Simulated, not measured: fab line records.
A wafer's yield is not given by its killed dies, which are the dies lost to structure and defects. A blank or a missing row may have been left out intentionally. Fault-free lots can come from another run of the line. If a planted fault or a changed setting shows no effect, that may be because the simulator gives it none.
One fault seen from 3 desks    flow nand-harc    each desk has only its own numbers; what lay behind them comes last

## AT THE METROLOGY DESK
What the gauges read for every lot (on any tool): the sampled wafers with a number, averaged. A lot is out of limits, marked OUT, if its mean lies more than 4 standard deviations from the usual mean; the brackets give that distance.
Columns: A = cd-nm at NHARC_A_CONTACT_CD_MEAS_42, usual 200.2 nm
lot   first seen here  A
L197  day 16 15:02     199.7
L198  day 16 19:19     200.3
L201  day 17 04:32     200.3
L199  day 17 09:41     199.6
L200  day 17 14:41     200.6
L203  day 18 00:10     199.8
L204  day 18 15:01     200.0
L206  day 18 18:09     200.3
L205  day 19 00:52     200.6
L209  day 19 04:58     199.2
L207  day 19 12:33     199.8
L214  day 21 04:49     199.6
L216  day 21 14:08     200.3
This desk's finding: nothing out of limits on any of the 13 lots.

## THE DEFECT DESK
Inspection counts along the route, by lot: the mean over sampled wafers that carry a number. A lot is out of limits, marked OUT, if its mean lies more than 4 standard deviations from the usual mean; the brackets give that distance.
Columns: A = raw-defect-count at NHARC_A_WL_FILL_INSPECT_15, usual 377
lot   first seen here  A
L197  day 16 11:27     374
L198  day 16 15:40     353
L201  day 17 00:25     288
L199  day 17 04:42     660
L200  day 17 09:32     298
L203  day 17 20:33     347
L204  day 18 09:22     393
L206  day 18 13:30     278
L205  day 18 18:59     353
L209  day 19 00:47     294
L207  day 19 08:54     299
L214  day 21 01:06     362
L216  day 21 10:01     723
This desk's finding: nothing out of limits on any of the 13 lots.

## FOR THE TOOL OWNER'S DESK: rie-diel-07
The tool's own readings at NHARC_A_CONTACT_ETCH_49 (etches the open film in N2/H2, target depth 260 nm, time 475.3 s): means of the sampled wafers that have a number, for each lot that ran on this tool. A lot is out of limits, marked OUT, if its mean lies more than 4 standard deviations from the usual mean; the brackets give that distance.
Columns: A = drypump-motor-current-A at NHARC_A_CONTACT_ETCH_49, usual 5.4 A; B = oes-product-au at NHARC_A_CONTACT_ETCH_49, usual 1.000 a.u.; C = rf-vpp-V at NHARC_A_CONTACT_ETCH_49, usual 432.1 V; D = run-length-s at NHARC_A_CONTACT_ETCH_49, usual 496.7 s; E = showerhead-plenum-p-Torr at NHARC_A_CONTACT_ETCH_49, usual 2.09 Torr; F = throttle-valve-pct at NHARC_A_CONTACT_ETCH_49, usual 14.172 %
lot   first seen here  A    B      C      D                        E     F
L197  day 16 15:28     5.6  0.994  432.8  496.9                    2.17  14.179
L198  day 16 19:44     5.5  0.996  433.8  496.9                    2.14  14.172
L201  day 17 04:55     5.5  1.002  432.6  496.5                    2.12  14.170
L199  day 17 10:04     5.4  1.002  432.4  496.7                    2.11  14.173
L200  day 17 15:10     5.2  1.002  432.6  496.5                    2.08  14.175
L204  day 18 15:25     5.5  0.991  433.8  496.8                    2.13  14.175
L206  day 18 18:35     5.4  1.004  433.5  497.0                    2.13  14.176
L205  day 19 01:13     5.4  1.008  433.2  496.8                    2.11  14.180
L207  day 19 13:01     5.4  1.005  432.1  496.8                    2.13  14.167
L214  day 21 05:20     5.5  1.010  434.4  443.9 (-99 or more) OUT  2.16  14.166
L216  day 21 14:32     5.3  1.006  432.6  390.3 (-99 or more) OUT  2.12  14.170
Finding of this desk: L214, L216 out of limits; the first was L214 at day 21 05:20, on run-length-s at NHARC_A_CONTACT_ETCH_49. L197, L198, L201, L199, L200, L204, L206, L205, L207: within limits.

## TAKEN TOGETHER
On L214, L216, at day 21 05:20, an alarm was possible from the tool owner's desk.
At the metrology desk, nothing out of limits was observed.
Nothing out of limits was seen by the defect desk.
The metrology desk has L214, L216 on record, within its limits.
The defect desk has L214, L216 on record, within its limits.
All the named lots went through NHARC_A_CONTACT_ETCH_49 on rie-diel-07.

## WHAT HAD BEEN PUT IN BY THE SIMULATOR
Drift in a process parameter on rie-diel-07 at NHARC_A_CONTACT_ETCH_49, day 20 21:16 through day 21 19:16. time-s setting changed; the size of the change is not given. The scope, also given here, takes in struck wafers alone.
Shown lots that were struck: L214, L216.
Each desk's first reading out of limits, in hours after the fault started: the tool owner's desk, 8.
